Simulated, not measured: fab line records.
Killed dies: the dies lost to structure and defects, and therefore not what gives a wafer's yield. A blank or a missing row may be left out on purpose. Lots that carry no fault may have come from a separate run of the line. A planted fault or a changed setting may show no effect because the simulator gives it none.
What tool caused it? ; flow nandHarc ; 72 wafers from 24 lots sampled at 4 of the route's 1159 steps

== WHAT EACH GAUGE READ, for each wafer ==
NHARC_A_CHANNEL_FILL_D1_INSPECT_13. Usual: rawDefectCount 279, standard deviation 110.
lot;measured;on;rawDefectCount;flag
L074;day 10 11:33;defectInspect-02;426 409 314;
L075;day 11 10:24;defectInspect-02;172 257 161;
L077;day 11 07:01;defectInspect-02;401 428 364;
L076;day 11 07:00;defectInspect-01;242 247 479;
L079;day 11 22:32;defectInspect-01;285 190 423;
L078;day 11 19:05;defectInspect-02;322 161 144;
L081;day 12 11:10;defectInspect-01;304 420 279;
L082;day 12 11:10;defectInspect-02;182 255 338;
L080;day 12 16:25;defectInspect-01;167 228 175;
L083;day 12 23:02;defectInspect-01;174 158 360;
L085;day 13 02:34;defectInspect-02;170 294 286;
L084;day 13 08:44;defectInspect-02;162 162 196;
L086;day 13 21:31;defectInspect-01;320 335 170;
L087;day 13 21:41;defectInspect-01;423 383 388;
L089;day 14 07:14;defectInspect-02;155 345 326;
L088;day 14 07:04;defectInspect-02;452 330 357;
L091;day 14 21:53;defectInspect-02;161 199 209;
L090;day 14 21:55;defectInspect-02;362 313 468;
L092;day 15 02:25;defectInspect-02;194 245 254;
L093;day 15 02:25;defectInspect-01;182 205 218;
L094;day 15 12:41;defectInspect-02;275 304 325;
L095;day 15 12:41;defectInspect-01;229 257 338;
L097;day 16 03:28;defectInspect-02;155 178 239;
L096;day 16 11:35;defectInspect-01;404 383 168;

== WHICH TOOL RAN EACH LOT (tool, then ch and the chambers of the sampled wafers, then the start) ==
lot;NHARC_A_CHANNEL_HOLE_D1_DESCUM_15;NHARC_A_CHANNEL_FILL_D1_ETCHBACK_20;NHARC_A_CHANNEL_FILL_D1_RTA_24
L074;rieDiel-02 ch 0,3, day 8 04:23;rieDiel-08 ch 0,2,3, day 9 12:06;rtpAnneal-01 ch 0, day 10 11:23
L075;rieDiel-03 ch 1,2,3, day 8 22:18;rieDiel-09 ch 0,2,3, day 10 07:23;rtpAnneal-02 ch 0, day 11 10:12
L077;rieDiel-06 ch 1,2,3, day 8 22:29;rieDiel-10 ch 0,2,3, day 10 07:25;rtpAnneal-02 ch 0, day 11 06:49
L076;rieDiel-02 ch 0,1,2, day 8 22:38;rieDiel-08 ch 0, day 10 07:29;rtpAnneal-01 ch 0, day 11 06:53
L079;rieDiel-06 ch 1,2,3, day 9 11:22;rieDiel-09 ch 0,1,3, day 10 18:58;rtpAnneal-01 ch 0, day 11 22:20
L078;rieDiel-02 ch 0,1,3, day 9 11:41;rieDiel-10 ch 1,2,3, day 10 18:56;rtpAnneal-02 ch 0, day 11 18:55
L081;rieDiel-02 ch 2,3, day 10 01:26;rieDiel-10 ch 0,1,2, day 11 11:27;rtpAnneal-01 ch 0, day 12 10:59
L082;rieDiel-06 ch 1,2,3, day 10 01:39;rieDiel-09 ch 0,3, day 11 11:26;rtpAnneal-02 ch 0, day 12 11:01
L080;rieDiel-02 ch 0,1,2, day 10 02:50;rieDiel-08 ch 1,2,3, day 11 15:47;rtpAnneal-02 ch 0, day 12 16:15
L083;rieDiel-06 ch 0,2,3, day 10 13:50;rieDiel-10 ch 0,3, day 11 22:59;rtpAnneal-01 ch 0, day 12 22:50
L085;rieDiel-03 ch 0,1,3, day 10 19:21;rieDiel-10 ch 1,2,3, day 12 02:43;rtpAnneal-02 ch 0, day 13 02:24
L084;rieDiel-06 ch 1,2, day 11 01:10;rieDiel-09 ch 0,3, day 12 09:01;rtpAnneal-01 ch 0, day 13 08:37
L086;rieDiel-02 ch 1,2,3, day 11 14:43;rieDiel-10 ch 0,1,3, day 12 21:53;rtpAnneal-01 ch 0, day 13 21:19
L087;rieDiel-03 ch 2,3, day 11 14:53;rieDiel-09 ch 1,3, day 12 21:53;rtpAnneal-01 ch 0, day 13 21:29
L089;rieDiel-02 ch 0,2, day 12 00:20;rieDiel-10 ch 1,2,3, day 13 07:31;rtpAnneal-01 ch 0, day 14 06:59
L088;rieDiel-06 ch 0,2,3, day 12 00:54;rieDiel-10 ch 0,1,3, day 13 07:35;rtpAnneal-02 ch 0, day 14 06:54
L091;rieDiel-02 ch 0,1,2, day 12 10:45;rieDiel-10 ch 0,1,3, day 13 20:58;rtpAnneal-02 ch 0, day 14 21:41
L090;rieDiel-06 ch 0,3, day 12 10:55;rieDiel-09 ch 1,2, day 13 20:57;rtpAnneal-01 ch 0, day 14 21:43
L092;rieDiel-02 ch 0,3, day 12 16:28;rieDiel-09 ch 1,2, day 14 02:29;rtpAnneal-02 ch 0, day 15 02:13
L093;rieDiel-06 ch 0,1, day 12 16:40;rieDiel-10 ch 0,1,3, day 14 02:29;rtpAnneal-01 ch 0, day 15 02:13
L094;rieDiel-03 ch 0,1,2, day 13 04:21;rieDiel-10 ch 1,2,3, day 14 12:55;rtpAnneal-02 ch 0, day 15 12:31
L095;rieDiel-02 ch 1,2,3, day 13 04:30;rieDiel-09 ch 0,1,2, day 14 12:56;rtpAnneal-01 ch 0, day 15 12:29
L097;rieDiel-06 ch 1,2, day 13 18:45;rieDiel-10 ch 0,1,2, day 15 02:11;rtpAnneal-01 ch 0, day 16 03:20
L096;rieDiel-02 ch 0,2,3, day 13 21:46;rieDiel-09 ch 0,1,3, day 15 06:58;rtpAnneal-01 ch 0, day 16 11:24
- NHARC_A_CHANNEL_HOLE_D1_DESCUM_15: chemistry O2, time 3 s.
- NHARC_A_CHANNEL_FILL_D1_ETCHBACK_20: etches the open film in C4F8/O2/Ar, target depth 27 nm, time 13.5 s.
- NHARC_A_CHANNEL_FILL_D1_RTA_24: time 5 s.

== WHAT THE TOOLS THEMSELVES READ (means of the sampled wafers that have a number; where no wafer has one, the mark that the record gives instead) ==
NHARC_A_CHANNEL_HOLE_D1_DESCUM_15. Usual: drypumpMotorCurrentA 5.7 A, standard deviation 0.44; oesProductAu 1.002 a.u., standard deviation 0.01; rfVppV 57.9 V, standard deviation 0.88; showerheadPlenumPTorr 1.94 Torr, standard deviation 0.081; throttleValvePct 11.311 %, standard deviation 0.0088.
lot;tool;drypumpMotorCurrentA (A);oesProductAu (a.u.);rfVppV (V);showerheadPlenumPTorr (Torr);throttleValvePct (%);flag
L074;rieDiel-02;5.3;0.999;58.3;2.00;11.311;
L075;rieDiel-03;5.6;0.989;56.8;1.85;11.308;
L077;rieDiel-06;5.7;0.993;57.8;1.94;11.312;
L076;rieDiel-02;5.8;1.005;57.5;1.93;11.305;
L079;rieDiel-06;5.7;1.004;58.2;1.94;11.306;
L078;rieDiel-02;5.6;1.002;58.6;1.99;11.306;
L081;rieDiel-02;5.8;1.008;57.9;1.88;11.306;
L082;rieDiel-06;5.7;0.996;57.7;1.94;11.316;
L080;rieDiel-02;5.7;1.005;58.5;1.93;11.317;
L083;rieDiel-06;5.5;1.010;56.7;1.96;11.316;
L085;rieDiel-03;5.5;0.995;57.7;1.88;11.316;
L084;rieDiel-06;6.0;1.000;56.8;1.92;11.313;
L086;rieDiel-02;5.9;1.003;58.8;1.92;11.312;
L087;rieDiel-03;5.9;1.007;57.2;1.79;11.315;
L089;rieDiel-02;5.5;1.010;58.3;1.95;11.316;
L088;rieDiel-06;5.5;0.997;58.1;1.96;11.297;
L091;rieDiel-02;5.8;1.009;58.2;1.93;11.314;
L090;rieDiel-06;5.7;1.001;59.0;2.03;11.306;
L092;rieDiel-02;5.3;1.005;58.3;2.00;11.313;
L093;rieDiel-06;6.2;1.004;58.5;1.99;11.312;
L094;rieDiel-03;5.9;0.997;57.6;1.87;11.311;
L095;rieDiel-02;5.8;1.000;58.3;1.92;11.308;
L097;rieDiel-06;5.7;0.994;58.4;1.87;11.304;
L096;rieDiel-02;5.5;1.013;58.5;1.94;11.316;

NHARC_A_CHANNEL_FILL_D1_ETCHBACK_20. Usual: oesProductAu 0.96 a.u., standard deviation 0.037; rfVppV 979 V, standard deviation 6.3.
lot;tool;oesProductAu (a.u.);rfVppV (V);flag
L074;rieDiel-08;1.00;976;
L075;rieDiel-09;1.00;983;
L077;rieDiel-10;1.01;976;
L076;rieDiel-08;1.02;979;
L079;rieDiel-09;0.92;982;
L078;rieDiel-10;0.96;978;
L081;rieDiel-10;1.01;973;
L082;rieDiel-09;0.94;985;
L080;rieDiel-08;0.92;975;
L083;rieDiel-10;0.98;982;
L085;rieDiel-10;0.93;979;
L084;rieDiel-09;1.02;985;
L086;rieDiel-10;0.92;978;
L087;rieDiel-09;0.99;979;
L089;rieDiel-10;0.92;979;
L088;rieDiel-10;0.94;978;
L091;rieDiel-10;0.93;979;
L090;rieDiel-09;0.98;979;
L092;rieDiel-09;0.95;979;
L093;rieDiel-10;0.93;979;
L094;rieDiel-10;0.93;978;
L095;rieDiel-09;1.00;982;
L097;rieDiel-10;0.93;972;
L096;rieDiel-09;0.99;982;

NHARC_A_CHANNEL_FILL_D1_RTA_24. Usual: lampPowerPct 28.70 %, standard deviation 0.18; lamp_zone_2_pct 28.71 %, standard deviation 0.17; wafer_temp_C_max 1005.0, standard deviation 1.1.
lot;tool;lampPowerPct (%);lamp_zone_2_pct (%);wafer_temp_C_max;flag
L074;rtpAnneal-01;28.52;28.51;1006.6;
L075;rtpAnneal-02;28.92;28.89;1004.8;
L077;rtpAnneal-02;28.88;28.88;1004.7;
L076;rtpAnneal-01;28.57;28.63;1004.9;
L079;rtpAnneal-01;28.59;28.56;1005.6;
L078;rtpAnneal-02;28.91;28.90;1003.8;
L081;rtpAnneal-01;28.53;28.53;1004.7;
L082;rtpAnneal-02;28.93;28.91;1004.4;
L080;rtpAnneal-02;28.92;28.94;1003.7;
L083;rtpAnneal-01;28.56;28.55;1004.5;
L085;rtpAnneal-02;28.91;28.94;1004.3;
L084;rtpAnneal-01;28.59;28.57;1005.2;
L086;rtpAnneal-01;28.54;28.57;1005.5;
L087;rtpAnneal-01;28.57;28.57;1006.0;
L089;rtpAnneal-01;28.56;28.58;1004.6;
L088;rtpAnneal-02;28.93;28.91;1004.6;
L091;rtpAnneal-02;28.90;28.92;1004.4;
L090;rtpAnneal-01;28.56;28.56;1005.5;
L092;rtpAnneal-02;28.93;28.90;1003.4;
L093;rtpAnneal-01;28.53;28.56;1005.3;
L094;rtpAnneal-02;28.89;28.92;1004.4;
L095;rtpAnneal-01;28.56;28.57;1006.0;
L097;rtpAnneal-01;28.54;28.54;1005.7;
L096;rtpAnneal-01;28.52;28.54;1005.6;

== THE ANSWER, worked out from the rows above alone ==
Rule: take the mean of a lot's wafers that have a number; if it is more than 3 standard deviations from the usual mean, the lot is off. A lot without any number at a reading at which 4 lots or more have one is off too. Where the step has rows for the other lots, those lots are counted as sound. After the gauges, taken in route order, come the tools' own readings; for these a lot's mean is taken, as printed above. At the first step where some lot is off, the reading lying furthest off is the one used; lots without a number count as furthest.
Nothing can be told from this: no lot is off at any reading shown.

== WHAT HAD BEEN PUT IN BY THE SIMULATOR ==
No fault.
